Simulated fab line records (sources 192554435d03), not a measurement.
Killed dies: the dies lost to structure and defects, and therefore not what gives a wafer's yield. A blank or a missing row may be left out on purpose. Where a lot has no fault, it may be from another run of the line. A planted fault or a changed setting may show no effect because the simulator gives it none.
Which tool did it?    flow n5 finfet    Sampling: 21 lots, 63 wafers, 2 of 1938 route steps

## WHAT THE GAUGES SHOWED, per wafer
N5_MOL_CONTACT_COAG_CD_MEAS_99 targets a cd of 17.2 nm.
lot   measured      on         cd nm (nm)
L075  day 5 08:00   cd sem-02  17.3 17.7 18.0
L076  day 5 08:52   cd sem-01  17.7 17.5 16.9
L078  day 5 15:44   cd sem-02  17.2 18.0 17.8
L077  day 5 22:50   cd sem-03  17.7 17.2 17.5
L080  day 6 06:29   cd sem-03  18.0 17.7 16.6
L079  day 6 08:18   cd sem-01  17.6 17.3 17.5
L081  day 6 11:23   cd sem-02  16.5 17.2 17.8
L083  day 6 23:07   cd sem-01  17.2 17.1 16.9
L084  day 7 03:49   cd sem-03  16.8 17.2 17.6
L085  day 7 12:07   cd sem-02  17.1 16.6 17.1
L086  day 7 20:30   cd sem-01  16.7 17.4 17.1
L087  day 7 23:01   cd sem-03  17.2 16.8 17.3
L088  day 8 08:59   cd sem-03  17.2 17.3 18.0
L090  day 8 22:08   cd sem-03  16.9 17.6 17.5
L091  day 8 22:23   cd sem-03  17.4 18.3 17.1
L092  day 9 05:44   cd sem-02  17.5 17.7 17.4
L093  day 9 14:29   cd sem-03  17.1 17.4 17.2
L094  day 9 18:06   cd sem-01  17.0 16.8 17.1
L095  day 10 00:33  cd sem-01  17.2 16.7 16.7
L096  day 10 06:44  cd sem-02  17.4 16.9 17.1
L097  day 10 10:53  cd sem-02  17.3 17.2 16.8

## WHAT TOOL EACH LOT RAN ON (gives the tool, then ch and the chambers of the sampled wafers, and finally the start)
lot   N5_MOL_CONTACT_COAG_STRIP_98
L075  rie diel-03 ch 0,2, day 5 07:56
L076  rie diel-03 ch 0,2, day 5 08:47
L078  rie diel-03 ch 0,2, day 5 15:40
L077  rie diel-01 ch 1,2, day 5 22:46
L080  rie diel-03 ch 0,1,3, day 6 06:25
L079  rie diel-01 ch 1,3, day 6 08:14
L081  rie diel-03 ch 1,2,3, day 6 11:19
L083  rie diel-03 ch 0,3, day 6 23:03
L084  rie diel-01 ch 0,1,2, day 7 03:44
L085  rie diel-01 ch 0,2,3, day 7 12:03
L086  rie diel-03 ch 1,3, day 7 20:26
L087  rie diel-01 ch 0,3, day 7 22:56
L088  rie diel-01 ch 1,3, day 8 08:55
L090  rie diel-01 ch 1,2, day 8 22:04
L091  rie diel-05 ch 0,1,2, day 8 22:19
L092  rie diel-01 ch 0,1,3, day 9 05:40
L093  rie diel-01 ch 0,1,3, day 9 14:25
L094  rie diel-01 ch 0,2,3, day 9 18:01
L095  rie diel-05 ch 0,3, day 10 00:29
L096  rie diel-03 ch 0,1,3, day 10 06:40
L097  rie diel-01 ch 2,3, day 10 10:50
- N5_MOL_CONTACT_COAG_STRIP_98: strips in N2/H2.

## WHAT THE TOOLS THEMSELVES READ (means of the sampled wafers that have a number; where no wafer has one, the mark that the record gives instead)
N5_MOL_CONTACT_COAG_STRIP_98.
lot   tool         drypump motor current A (A)  h2 flow sccm (sccm)  oes product au (a.u.)  rf vpp V (V)  showerhead plenum p Torr (Torr)  throttle valve pct (%)
L075  rie diel-03  6.3                          299.9                0.89                   55.0          3.33                             19.2
L076  rie diel-03  6.5                          300.0                0.89                   53.6          3.38                             18.9
L078  rie diel-03  6.5                          299.7                0.88                   52.7          3.38                             19.0
L077  rie diel-01  6.2                          300.0                0.84                   55.2          3.36                             18.8
L080  rie diel-03  6.0                          300.1                0.81                   55.1          3.39                             19.2
L079  rie diel-01  6.0                          300.9                0.85                   53.4          3.23                             18.6
L081  rie diel-03  6.3                          300.8                0.82                   53.9          3.43                             18.9
L083  rie diel-03  5.7                          299.7                0.75                   54.6          3.40                             19.5
L084  rie diel-01  6.0                          299.9                0.79                   54.7          3.33                             18.8
L085  rie diel-01  5.6                          300.4                0.75                   54.4          3.26                             18.7
L086  rie diel-03  6.2                          300.3                0.80                   54.4          3.43                             18.9
L087  rie diel-01  5.5                          299.7                0.76                   52.4          3.13                             18.5
L088  rie diel-01  6.0                          299.7                0.82                   53.8          3.22                             18.6
L090  rie diel-01  5.8                          299.2                0.76                   55.7          3.41                             19.0
L091  rie diel-05  5.7                          299.1                0.83                   53.7          3.38                             18.9
L092  rie diel-01  6.0                          299.6                0.79                   54.0          3.20                             18.6
L093  rie diel-01  5.9                          302.0                0.78                   52.9          3.19                             18.6
L094  rie diel-01  5.6                          301.0                0.74                   54.0          3.25                             18.7
L095  rie diel-05  5.5                          300.0                0.85                   54.3          3.36                             18.7
L096  rie diel-03  6.0                          300.0                0.78                   55.4          3.38                             19.2
L097  rie diel-01  5.2                          300.6                0.73                   54.3          3.20                             18.6

## THE ANSWER, worked out from the rows above alone
Rule: usual is defined by the lots themselves. Put in order of their means at a reading, lots are off if they are a third of the lots or fewer, leave a main group of 4 or more, and stand apart from it by a gap of 3 or more times the standard deviation of the main group's means; of several such gaps the widest counts. Not used: any main group whose means are identical at the precision the tables above print for the reading. A lot without any number at a reading at which 4 lots or more have one is off too. All remaining lots with rows at the step are treated as sound. The gauges are gone through in route order, then the tools' own readings, and for those a lot's mean is taken as printed above. The first step at which some lot is off is used, and at that step the reading that is off furthest; a lot without a number counts as furthest.
Across all readings shown, no lot is off: no conclusion can be drawn from this.

## WHAT HAD BEEN PUT IN BY THE SIMULATOR
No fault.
